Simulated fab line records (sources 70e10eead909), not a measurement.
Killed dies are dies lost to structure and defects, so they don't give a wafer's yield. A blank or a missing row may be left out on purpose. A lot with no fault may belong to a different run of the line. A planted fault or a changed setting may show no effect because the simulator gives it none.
Matching of chambers -- flow nand_harc -- 4 sister chambers for NHARC_A_CONTACT_ETCH_91 on rie_diel-06
The step etches the open film in CH3F/O2, target depth 40 nm, time 85.7 s. 4 wafers are shown with their chamber, then 12 later ones without.

WAFERS, EACH WITH ITS CHAMBER
wafer,chamber,drypump_motor_current_A (A)
L084.6,2,5.6
L090.1,1,5.8
L090.2,0,5.4
L090.4,3,6.1

WAFERS MISSING THEIR CHAMBER
wafer,drypump_motor_current_A (A)
L092.2,5.4
L092.4,5.4
L092.5,6.0
L096.1,5.4
L096.5,6.1
L096.6,5.4
L094.1,5.8
L094.3,6.0
L094.5,5.6
L093.2,5.4
L093.3,5.8
L093.5,5.4

EACH ONE'S CHAMBER
wafer,from the rows above,in truth
L092.2,0,0
L092.4,0,0
L092.5,3,3
L096.1,0,0
L096.5,3,3
L096.6,0,0
L094.1,1,1
L094.3,3,3
L094.5,2,2
L093.2,0,0
L093.3,1,1
L093.5,0,0
Placed correctly: 12 of 12. From these rows, 0 cannot be placed. Wrongly placed: 0.
How it was worked out, from the rows above alone: a wafer's distance from a chamber is the root of the sum, over the readings, of the square of ((its reading less the chamber's mean) divided by the reading's scatter). If the next closest chamber is less than 2 further off than the closest, the wafer can't be placed; otherwise it belongs to the closest. Each chamber's mean is taken over the wafers shown for it. The scatter (one wafer shown for each chamber): square how far every hidden wafer sits from the nearest shown wafer, average those squares and take the square root.
